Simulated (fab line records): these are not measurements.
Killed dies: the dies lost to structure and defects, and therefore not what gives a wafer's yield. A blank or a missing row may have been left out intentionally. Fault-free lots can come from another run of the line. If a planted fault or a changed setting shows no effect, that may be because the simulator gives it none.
fab line records ; flow nand-harc
[record] lots = 13; wafers = 39; last-day = 26
route steps=1159 shown P_ZERO_WELL@61 P_STI@91 P_GATE@119 END@1159
lots untouched by any fault: they come from a run of this same line in which no faults occurred
start-h: the number of hours between the record's first day and the start of the first shown wafer of the lot ; wait-h: time in hours since the lot's previous step ; " the same as in the row above ; L1.1+2: several wafers, shown together as one row ; - value missing, or start not given ; * or withheld: withheld ; < > ~ a bound
route shown NAME@n: NAME is a module with steps in the file, n the number in the route of the first one ; usual: mean and standard deviation over wafers with no fault ; same: alike in all rows ; chamber/n: place in a boat ; sites: each site's reading ; _std_site: the values' standard deviation ; _edge_site: outer sites' mean less inner sites' ; radius-mm: for every site, how far away it sits from the centre of the wafer ; mask NAME#n: copy n ; behind: the last tool/chamber to shape the wafer ; hold: why the lot was held/for how many hours/how that ended ; device: the transistor (n, p or np) that didn't switch ; end of line: at the end of the route, the tests of the same wafers ; step lacking rows: just its recipe ; killed: at the first sort, the dies lost to defects and structure; wafer yield is something else ; map: dies across one wafer; x = killed, . = not, _ = none there
set.NAME: the run value of the setting; set.NAME@STEP: its run value at that earlier step ; model.NAME: the simulator's own value behind a step, which no gauge read
one table for each step of the route and one row for each wafer, over a sample of lots
services: from which hour (start-h, from the record's first day; less than 0 if before it) a tool's chamber was out of use, for how many hours, and why
[[steps]]
[step NHARC_P_ZERO_WELL_DESCUM_54]
[recipe] time-s = 3; o2-flow-sccm = 200; ar-flow-sccm = 0; bias-power-w = 0; chemistry = O2
[usual] drypump-motor-current-A = 5.7/0.4; oes-product-au = 1.001/0.0091; rf-vpp-V = 57.6/1.1; showerhead-plenum-p-Torr = 1.90/0.086; throttle-valve-pct = 11.311/0.009
lot.wafer;tool;chamber;start-h;wait-h;drypump-motor-current-A;oes-product-au;rf-hours-counter-h;rf-vpp-V;showerhead-plenum-p-Torr;throttle-valve-pct
L716.2;rie-diel-03;1;18.17;-;6.0;1.011;8;57.2;1.79;11.300
L716.6;rie-diel-03;1;18.17;-;6.0;1.017;-;55.8;1.79;11.321
L716.5;rie-diel-03;2;18.17;-;5.4;0.993;-;58.6;2.02;11.312
L717.4;rie-diel-12;3;24.27;-;6.1;0.988;12;57.8;1.80;11.324
L717.3;rie-diel-12;0;24.27;-;6.4;0.993;13;56.6;1.82;11.305
L717.6;rie-diel-12;2;24.27;-;6.0;1.002;-;57.3;1.96;11.330
L718.2;rie-diel-11;2;30.13;-;5.0;1.000;1;57.2;1.93;11.329
L718.4;rie-diel-11;3;30.13;-;5.6;0.994;1;57.1;1.85;11.316
L718.1;rie-diel-11;0;30.13;-;5.7;0.998;1;56.9;1.82;11.311
L719.3;rie-diel-03;2;35.91;-;5.4;0.987;11;59.7;2.02;11.310
L719.2;rie-diel-03;3;35.91;-;5.6;1.002;11;57.7;2.01;11.316
L719.1;rie-diel-03;1;35.91;-;6.0;1.004;10;56.6;1.79;11.307
L721.2;rie-diel-12;0;47.79;-;6.4;1.007;1;58.3;1.82;11.319
L721.4;rie-diel-12;1;47.79;-;5.9;1.003;1;58.9;2.01;11.316
L721.1;rie-diel-12;2;47.79;-;6.0;1.007;1;57.4;1.96;11.301
L722.2;rie-diel-12;2;53.91;-;6.0;0.987;1;58.6;1.96;11.310
L722.1;rie-diel-12;3;53.91;-;6.1;1.000;1;58.3;1.80;11.295
L722.4;rie-diel-12;0;53.91;-;6.4;0.995;1;58.1;1.82;11.317
L725.4;rie-diel-12;2;71.84;-;6.0;0.992;2;57.9;1.96;11.306
L725.6;rie-diel-12;0;71.84;-;6.4;0.995;-;56.2;1.82;11.306
L725.5;rie-diel-12;1;71.84;-;6.0;1.004;-;57.5;2.01;11.316
L726.2;rie-diel-12;0;77.96;-;6.3;1.010;3;58.0;1.82;11.306
L726.3;rie-diel-12;2;77.96;-;5.9;1.000;2;59.0;1.96;11.315
L726.5;rie-diel-12;0;77.96;-;6.4;1.017;-;56.3;1.82;11.305
L727.4;rie-diel-03;1;83.87;-;6.0;1.013;2;56.4;1.79;11.307
L727.6;rie-diel-03;1;83.87;-;6.0;1.013;-;57.3;1.79;11.298
L727.5;rie-diel-03;2;83.87;-;5.5;1.004;-;58.7;2.02;11.316
L736.4;rie-diel-12;3;137.63;-;6.1;0.995;7;56.1;1.80;11.318
L736.3;rie-diel-12;2;137.63;-;6.0;0.996;6;57.3;1.95;11.316
L736.5;rie-diel-12;3;137.63;-;6.1;1.008;-;56.0;1.80;11.291
L737.1;rie-diel-12;3;144.07;-;6.1;1.009;8;55.3;1.80;11.323
L737.2;rie-diel-12;0;144.07;-;6.3;1.003;8;57.3;1.82;11.310
L737.5;rie-diel-12;1;144.07;-;5.9;1.009;-;58.1;2.01;11.316
L738.3;rie-diel-11;1;149.89;-;5.3;1.005;9;57.8;1.95;11.299
L738.1;rie-diel-11;3;149.89;-;5.6;1.003;9;56.5;1.85;11.328
L738.2;rie-diel-11;0;149.89;-;5.7;0.998;9;57.1;1.82;11.307
L739.2;rie-diel-12;0;155.70;-;6.4;0.995;9;57.6;1.82;11.316
L739.3;rie-diel-12;2;155.70;-;5.9;1.004;8;58.4;1.95;11.320
L739.6;rie-diel-12;1;155.70;-;5.9;0.997;-;58.6;2.01;11.313
[step NHARC_P_ZERO_WELL_INSPECT_43]
[usual] raw-defect-count = 13/5.7
lot.wafer;tool;chamber;start-h;wait-h;raw-defect-count
L716.2;defect-inspect-01;-;19.84;0.5;9
L716.5;defect-inspect-01;-;19.84;0.5;8
L716.6;defect-inspect-01;-;19.84;0.5;12
L717.3;defect-inspect-01;-;25.91;0.4;9
L717.4;defect-inspect-01;-;25.91;0.4;8
L717.6;defect-inspect-01;-;25.91;0.4;6
L718.1;defect-inspect-01;-;31.78;0.6;9
L718.2;defect-inspect-01;-;31.78;0.6;12
L718.4;defect-inspect-01;-;31.78;0.6;13
L719.1;defect-inspect-02;-;37.56;0.6;15
L719.2;defect-inspect-02;-;37.56;0.6;13
L719.3;defect-inspect-02;-;37.56;0.6;5
L721.1;defect-inspect-01;-;49.46;0.6;14
L721.2;defect-inspect-01;-;49.46;0.6;7
L721.4;defect-inspect-01;-;49.46;0.6;5
L722.1;defect-inspect-01;-;55.68;0.6;30
L722.2;defect-inspect-01;-;55.68;0.6;15
L722.4;defect-inspect-01;-;55.68;0.6;19
L725.4;defect-inspect-02;-;73.51;0.2;10
L725.5;defect-inspect-02;-;73.51;0.2;11
L725.6;defect-inspect-02;-;73.51;0.2;8
L726.2;defect-inspect-02;-;79.61;0.5;18
L726.3;defect-inspect-02;-;79.61;0.5;20
L726.5;defect-inspect-02;-;79.61;0.5;14
L727.4;defect-inspect-01;-;85.52;0.2;13
L727.5;defect-inspect-01;-;85.52;0.2;19
L727.6;defect-inspect-01;-;85.52;0.2;12
L736.3;defect-inspect-02;-;139.38;0.4;6
L736.4;defect-inspect-02;-;139.38;0.4;18
L736.5;defect-inspect-02;-;139.38;0.4;3
L737.1;defect-inspect-01;-;145.69;0.6;16
L737.2;defect-inspect-01;-;145.69;0.6;11
L737.5;defect-inspect-01;-;145.69;0.6;16
L738.1;defect-inspect-01;-;151.59;0.6;15
L738.2;defect-inspect-01;-;151.59;0.6;6
L738.3;defect-inspect-01;-;151.59;0.6;14
L739.2;defect-inspect-02;-;157.37;0.5;13
L739.3;defect-inspect-02;-;157.37;0.5;11
L739.6;defect-inspect-02;-;157.37;0.5;9
[step NHARC_P_STI_CD_MEAS_16]
[usual] cd-nm = 200.5/2.3
lot.wafer;tool;chamber;start-h;wait-h;cd-nm
L716.2;cd-sem-02;-;36.20;-;197.9
L716.5;cd-sem-02;-;36.20;-;202.7
L716.6;cd-sem-02;-;36.20;-;201.8
L717.3;cd-sem-03;-;42.91;-;198.6
L717.4;cd-sem-03;-;42.91;-;196.7
L717.6;cd-sem-03;-;42.91;-;198.4
L718.1;cd-sem-03;-;50.81;-;205.5
L718.2;cd-sem-03;-;50.81;-;202.8
L718.4;cd-sem-03;-;50.81;-;201.0
L719.1;cd-sem-03;-;50.97;-;202.0
L719.2;cd-sem-03;-;50.97;-;199.2
L719.3;cd-sem-03;-;50.97;-;200.5
L721.1;cd-sem-01;-;67.30;-;198.9
L721.2;cd-sem-01;-;67.30;-;203.6
L721.4;cd-sem-01;-;67.30;-;200.7
L722.1;cd-sem-03;-;72.46;-;201.1
L722.2;cd-sem-03;-;72.46;-;196.7
L722.4;cd-sem-03;-;72.46;-;199.4
L725.4;cd-sem-01;-;92.63;-;198.1
L725.5;cd-sem-01;-;92.63;-;202.2
L725.6;cd-sem-01;-;92.63;-;202.4
L726.2;cd-sem-03;-;92.78;-;200.0
L726.3;cd-sem-03;-;92.78;-;199.6
L726.5;cd-sem-03;-;92.78;-;199.8
L727.4;cd-sem-02;-;106.43;-;197.9
L727.5;cd-sem-02;-;106.43;-;200.2
L727.6;cd-sem-02;-;106.43;-;202.4
L737.1;cd-sem-03;-;158.61;-;198.4
L737.2;cd-sem-03;-;158.61;-;199.7
L737.5;cd-sem-03;-;158.61;-;198.6
L736.3;cd-sem-02;-;158.79;-;202.7
L736.4;cd-sem-02;-;158.79;-;200.6
L736.5;cd-sem-02;-;158.79;-;201.4
L738.1;cd-sem-03;-;167.45;-;195.1
L738.2;cd-sem-03;-;167.45;-;195.1
L738.3;cd-sem-03;-;167.45;-;197.3
L739.2;cd-sem-03;-;176.49;-;200.1
L739.3;cd-sem-03;-;176.49;-;201.8
L739.6;cd-sem-03;-;176.49;-;201.5
[step NHARC_P_GATE_EXPOSE_08]
[recipe] na = 0.6; dose-mj = 16.75; mask-id = P_HV
[same] na = 0.6
lot.wafer;tool;chamber;start-h;wait-h;mask
L716.2+5+6;krf-scanner-01;0;75.65;-;P_HV#0
L717.3+4+6;krf-scanner-01;0;80.36;-;P_HV#0
L718.1+2+4;krf-scanner-03;0;88.53;-;P_HV#0
L719.1+2+3;krf-scanner-03;0;88.56;-;P_HV#0
L721.1+2+4;krf-scanner-04;0;105.84;-;P_HV#0
L722.1+2+4;krf-scanner-03;0;113.58;-;P_HV#0
L726.2+3+5;krf-scanner-01;0;130.06;-;P_HV#0
L725.4+5+6;krf-scanner-01;0;130.10;-;P_HVPW#0
L727.4+5+6;krf-scanner-04;0;150.73;-;P_HV#0
L737.1+2+5;krf-scanner-01;0;195.53;-;P_HV#0
L736.3+4+5;krf-scanner-01;0;195.58;-;P_HV#0
L738.1+2+3;krf-scanner-04;0;206.68;-;P_HV#0
L739.2+3+6;krf-scanner-03;0;212.18;-;P_HV#0
[step NHARC_P_GATE_CD_MEAS_11]
[recipe] target-cd-nm = 1640; landing-energy-ev = 500
[usual] cd-nm = 1640.7/1.6
lot.wafer;tool;chamber;start-h;wait-h;cd-nm
L716.2;cd-sem-03;0;75.80;-;1641.1
L716.5;cd-sem-03;0;75.80;-;1639.0
L716.6;cd-sem-03;0;75.80;-;1640.6
L717.3;cd-sem-02;0;80.52;-;1641.1
L717.4;cd-sem-02;0;80.52;-;1639.9
L717.6;cd-sem-02;0;80.52;-;1640.9
L718.1;cd-sem-03;0;88.68;-;1641.7
L718.2;cd-sem-03;0;88.68;-;1644.1
L718.4;cd-sem-03;0;88.68;-;1641.2
L719.1;cd-sem-02;0;88.72;-;1638.1
L719.2;cd-sem-02;0;88.72;-;1635.8
L719.3;cd-sem-02;0;88.72;-;1638.5
L721.1;cd-sem-02;0;105.99;-;1642.0
L721.2;cd-sem-02;0;105.99;-;1642.4
L721.4;cd-sem-02;0;105.99;-;1641.5
L722.1;cd-sem-02;0;113.73;-;1638.8
L722.2;cd-sem-02;0;113.73;-;1640.4
L722.4;cd-sem-02;0;113.73;-;1639.8
L726.2;cd-sem-03;0;130.21;-;1639.3
L726.3;cd-sem-03;0;130.21;-;1643.2
L726.5;cd-sem-03;0;130.21;-;1640.8
L725.4;cd-sem-02;0;130.25;-;-
L725.5;cd-sem-02;0;130.25;-;-
L725.6;cd-sem-02;0;130.25;-;-
L727.4;cd-sem-02;0;150.88;-;1639.8
L727.5;cd-sem-02;0;150.88;-;1641.4
L727.6;cd-sem-02;0;150.88;-;1639.2
L737.1;cd-sem-03;0;195.68;-;1643.1
L737.2;cd-sem-03;0;195.68;-;1639.2
L737.5;cd-sem-03;0;195.68;-;1641.4
L736.3;cd-sem-01;0;195.73;-;1642.4
L736.4;cd-sem-01;0;195.73;-;1640.1
L736.5;cd-sem-01;0;195.73;-;1641.6
L738.1;cd-sem-02;0;206.84;-;1640.8
L738.2;cd-sem-02;0;206.84;-;1639.8
L738.3;cd-sem-02;0;206.84;-;1641.0
L739.2;cd-sem-02;0;212.33;-;1640.6
L739.3;cd-sem-02;0;212.33;-;1642.8
L739.6;cd-sem-02;0;212.33;-;1639.4
[step NHARC_END_SORT_01]
[recipe] temp-c = 25
[usual] killed-at-array = 28/9.1; killed-at-other = 0.6/0.87; killed-at-periphery = 3.4/2.7; killed-dies = 32/9; killed-open = 3.2/1.9; killed-short = 2.0/1.3
[same] gross-dies = 677
lot.wafer;tool;chamber;start-h;wait-h;killed-at-array;killed-at-other;killed-at-periphery;killed-dies;killed-open;killed-short
L725.4;prober-02;0;504.45;3.4;28;0;649;677;2;1
L725.5;prober-02;0;505.25;3.7;24;1;652;677;1;2
L725.6;prober-02;0;506.06;4.0;24;1;652;677;4;5
// killed by level:class
L725.4 P_GATE:area-expose=648 A_CHANNEL_HOLE_D1:chamber-film-flake=9 A_CONTACT:chamber-film-flake=9 A_STAIRCASE:chamber-film-flake=6 A_CHANNEL_FILL_D1:geometric-particle:open=1 A_CONTACT:geometric-particle:open=1 A_M0:geometric-particle:short=1 P_GATE:chamber-film-flake=1
L725.5 P_GATE:area-expose=650 A_STAIRCASE:chamber-film-flake=8 A_CHANNEL_HOLE_D1:chamber-film-flake=7 A_CONTACT:chamber-film-flake=6 A_CONTACT:geometric-particle:short=1 A_M0:geometric-particle:short=1 STARTING-WAFER:geometric-particle:open=1 P_STI:chamber-film-flake=1
L725.6 P_GATE:area-expose=648 A_STAIRCASE:chamber-film-flake=11 A_CHANNEL_HOLE_D1:chamber-film-flake=7 A_WL_FILL:geometric-particle:short=2 P_STI:geometric-particle:short=1 P_GATE:geometric-particle:short=1 P_M1:geometric-particle:open=1 P_M2:geometric-particle:open=1
[[services]]
tool;chamber;start-h;hours;kind
krf-scanner-01;-;-4.24;5.2;repair
krf-scanner-03;-;-4.00;4.0;pm
rie-diel-12;0;4.73;-;clean
rie-diel-12;1;4.73;-;clean
rie-diel-12;2;4.73;-;clean
rie-diel-12;3;4.73;-;clean
rie-diel-11;-;12.50;9.0;pm
rie-diel-12;-;25.40;9.0;pm
rie-diel-12;0;25.40;9.0;vent-cycle
rie-diel-12;1;25.40;9.0;vent-cycle
krf-scanner-04;-;27.76;0.4;repair
rie-diel-03;-;38.30;9.0;pm
rie-diel-03;0;55.51;5.8;repair
rie-diel-11;-;60.11;0.7;repair
rie-diel-11;2;73.26;14.8;repair
krf-scanner-01;-;84.00;4.0;pm
krf-scanner-03;-;87.61;0.6;repair
rie-diel-03;-;96.65;0.3;repair
krf-scanner-04;-;126.00;4.0;pm
rie-diel-11;2;149.06;7.7;repair
krf-scanner-03;-;155.53;6.3;repair
krf-scanner-03;-;168.00;4.0;pm
rie-diel-11;-;189.50;9.0;pm
rie-diel-12;-;202.40;9.0;pm
[[key]]
[first-sign] step = NHARC_P_GATE_EXPOSE_08; reading = mask; direction = changed
[effect] step = NHARC_P_GATE_CD_MEAS_11; reading = cd-nm; direction = missing
[effect] step = NHARC_END_SORT_01; reading = killed-at-periphery; direction = up; sigmas = 99+; usual = 3.4; struck = 651
[more-kills-born-at] NHARC_P_GATE_EXPOSE_08@krf-scanner-01 = 1946
met-at NHARC_P_GATE_EXPOSE_08
struck-lots L725
later-rows-left-out L725.4,L725.5,L725.6
tester-left-out L725
not-acting-at NHARC_P_ZERO_WELL_DESCUM_54,NHARC_P_ZERO_WELL_INSPECT_43,NHARC_P_STI_CD_MEAS_16
onset-between 130.06 130.10
[fault] kind = wrong-mask; tool = any; chamber = -; onset-h = 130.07; steps = NHARC_P_GATE_EXPOSE_08; aux-copy = P_HVPW#0; scope = struck-lots-only
// tester-left-out: of these lots the tester's yield and bins aren't shown, on N5 and GAA mostly nor the transistor test; their killed dies are dies lost to structure and defects alone, not to doping, threshold or leakage, so they don't give the yield
// later-rows-left-out: the simulator's readings of these wafers behind a module that went badly wrong aren't trusted and aren't shown, but for the sort
